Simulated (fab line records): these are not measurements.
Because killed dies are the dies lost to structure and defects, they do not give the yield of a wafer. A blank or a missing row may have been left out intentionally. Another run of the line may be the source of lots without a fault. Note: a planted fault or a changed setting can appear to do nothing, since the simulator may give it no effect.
A struck lot beside a sound one || flow n5Finfet || 15 out of 1938 route steps
Sound: these wafers, L758.1, L758.4, L758.6. Struck: wafer L762.3. (L762.6 of the same lot was not struck and is left out.) The cause comes at the end.
At each step with rows: each side's tool, then ch and its chambers, then its first start. Under that, the readings that differ: sound wafers || struck wafers || difference of the means || sigmas: that difference in standard deviations of wafers without a fault.
alike: readings with means less than 2 such deviations apart, plus words and numbers identical on both sides. not compared: withheld readings, readings lacking a value on some wafer, bounds such as >300 that could conceal the same value, and numbers that have no deviation in the record and whose values overlap.
A row with sigmas, a row that says differs or no value, or rows on one side alone: a step with any of these is where the two part. When numbers do not overlap yet have no deviation, they are printed without sigmas and do not part them. A reading missing from all wafers of one side parts the sides only when that side holds two or more wafers.

first, 4 steps without rows for these wafers: N5_BEOL_M2_SOFTBAKE_23 (time 60 s); N5_BEOL_M2_EXPOSE_25 (exposes mask V1, defocus 5 nm); N5_BEOL_M2_PEB_26 (peb time 60 s); N5_BEOL_M2_DEVELOP_27 (develop time 30 s).
N5_BEOL_M2_CD_MEAS_28: target cd 26.2 nm, target cd y 24.1 nm.
  sound on cdSem-01 ch 0, day 8 08:16; struck on cdSem-02 ch 0, day 9 23:02
  alike: cdNm
N5_BEOL_M2_OVL_MEAS_29:
  sound on overlay-02 ch 0, day 8 08:17; struck on overlay-02 ch 0, day 9 23:05
  alike: V1_OVL
N5_BEOL_M2_INSPECT_30: inspects for defects (brightfield).
  sound: defectInspect-02 at day 8 08:20; struck: defectInspect-01 at day 9 23:08
  alike: rawDefectCount
N5_BEOL_M2_DESCUM_33: chemistry O2, time 7 s.
  sound on rieDiel-03 ch 1,2,3, day 8 08:23; struck on rieDiel-05 ch 0, day 9 23:10
  alike: drypumpMotorCurrentA, oesProductAu, rfVppV, showerheadPlenumPTorr, throttleValvePct
  not compared: rfHoursCounterH
N5_BEOL_M2_ETCH_77: etches underlayer in N2/H2, target depth 6.5 nm, time 5.2 s.
  sound on rieDiel-03 ch 1,2,3, day 8 08:25; struck on rieDiel-05 ch 0, day 9 23:12
  alike: biasW, drypumpMotorCurrentA, etchRfOnTimeS, n2FlowSccm, oesProductAu, rfVppV, showerheadPlenumPTorr, throttleValvePct
  not compared: rfHoursCounterH
N5_BEOL_M2_ETCH_69: etches SiARC in CF4, target depth 15.6 nm, time 26 s.
  sound on rieDiel-03 ch 1,2,3, day 8 08:26; struck on rieDiel-05 ch 0, day 9 23:13
  alike: biasW, drypumpMotorCurrentA, etchRfOnTimeS, oesProductAu, rfVppV, showerheadPlenumPTorr, throttleValvePct
  not compared: rfHoursCounterH
N5_BEOL_M2_ALD_98: deposits SiO2, target thk 2.5 nm, pulse time 1 s, co reactant pulse time 1 s.
  sound on aldSin-03 ch 0,1, day 8 08:31; struck on aldSin-02 ch 0, day 9 23:18
  alike: heaterPowerW, precursorPulseHeightRel
N5_BEOL_M2_ETCHBACK_99: etches SiO2 in CHF3, target depth 5 nm, time 10.4 s.
  sound on rieDiel-02 ch 0,3, day 9 06:50; struck on rieDiel-02 ch 2, day 10 05:07
{"reading": "oesProductAu (a.u.)", "sound": "0.72 0.83 0.71", "struck": 0.94, "difference": "+0.19", "sigmas": "+2"}
  alike: biasW, drypumpMotorCurrentA, rfVppV, showerheadPlenumPTorr, throttleValvePct
  not compared: rfHoursCounterH
N5_BEOL_M2_ETCH_70: etches SOC in N2/H2, target depth 80 nm, overetch 24 nm, time 130 s.
  sound on rieDiel-02 ch 0,3, day 9 06:53; struck on rieDiel-02 ch 2, day 10 05:09
{"reading": "oesProductAu (a.u.)", "sound": "0.54 0.60 0.53", "struck": 0.85, "difference": "+0.29", "sigmas": "+5"}
{"reading": "runLengthS (s)", "sound": "153.9 154.1 153.8", "struck": 129.5, "difference": -24.4, "sigmas": -66}
{"reading": "model.SiARC_of_BEOL_M2_COAT_68.thkNm (nm)", "sound": "5.6 5.6 5.8", "struck": 7, "difference": "+1", "sigmas": ""}
  alike: drypumpMotorCurrentA, n2FlowSccm, rfVppV, showerheadPlenumPTorr, throttleValvePct
  not compared: biasW, rfHoursCounterH
then, 1 step without rows for these wafers: N5_BEOL_M2_STRIP_71 (strips in N2/H2).
N5_BEOL_M4_RC_MEAS_101:
  sound on prober-02 ch 0, day 10 18:22; struck on prober-02 ch 0, day 12 01:00
  alike: DIBL_N, DIBL_P, IOFF_N, IOFF_P, ION_N, ION_P, SS_N, SS_P, VT_N, VT_P

== WHERE THEY PART ==
At N5_BEOL_M2_ETCHBACK_99 first; at N5_BEOL_M2_ETCH_70 last (within this record only). Later steps at which nothing parts them and some readings are alike: N5_BEOL_M4_RC_MEAS_101.

WHY: what the simulator had put in
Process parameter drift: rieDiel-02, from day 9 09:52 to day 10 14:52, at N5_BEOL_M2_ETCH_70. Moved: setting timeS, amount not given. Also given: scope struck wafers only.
